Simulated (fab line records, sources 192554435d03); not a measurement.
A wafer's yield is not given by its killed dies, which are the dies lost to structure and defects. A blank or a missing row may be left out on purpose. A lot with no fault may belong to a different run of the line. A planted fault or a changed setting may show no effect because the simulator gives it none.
Matching of chambers	flow n5Finfet	N5_BEOL_M10_DESCUM_16 on rieDiel-01: 4 sister chambers
The step chemistry O2, time 7.9 s. 8 wafers are shown with their chamber, then 7 later ones without.

## WAFERS, EACH WITH ITS CHAMBER
wafer	chamber	showerheadPlenumPTorr (Torr)	throttleValvePct (%)
L074.2	2	2.16	20.40
L081.3	1	2.07	21.24
L086.6	3	2.08	20.46
L088.1	3	2.07	20.51
L088.5	1	2.07	20.79
L088.6	0	2.10	20.57
L094.1	0	2.09	20.58
L094.2	2	2.15	20.45

## WAFERS WITH NO CHAMBER GIVEN
wafer	showerheadPlenumPTorr (Torr)	throttleValvePct (%)
L094.3	2.07	20.82
L094.4	2.07	20.51
L094.5	2.09	20.59
L094.6	2.07	20.80
L096.4	2.06	20.81
L096.5	2.06	20.81
L096.6	2.09	20.62

## CHAMBER TAKEN BY EACH
wafer	from the rows above	in truth
L094.3	can't be placed: 1 or 3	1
L094.4	3	3
L094.5	can't be placed: 0 or 3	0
L094.6	can't be placed: 1 or 3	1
L096.4	can't be placed: 1 or 3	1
L096.5	can't be placed: 1 or 3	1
L096.6	can't be placed: 0 or 3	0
Correct placement for 1 of the 7. Can't be placed from these rows: 6 (the true chamber is among the candidates in 6). 0 placed wrongly.
How it was worked out, from the rows above alone: a wafer's distance from a chamber is the root of the sum, over the readings, of the square of ((its reading less the chamber's mean) divided by the reading's scatter). The wafer belongs to the nearest chamber; if the next one is less than 2 further off, it can't be placed. For every chamber, the mean is computed from those of its wafers that are shown. The scatter: the root of (the sum of the squares of (reading less its chamber's mean) over the shown wafers, divided by (wafers less chambers)).
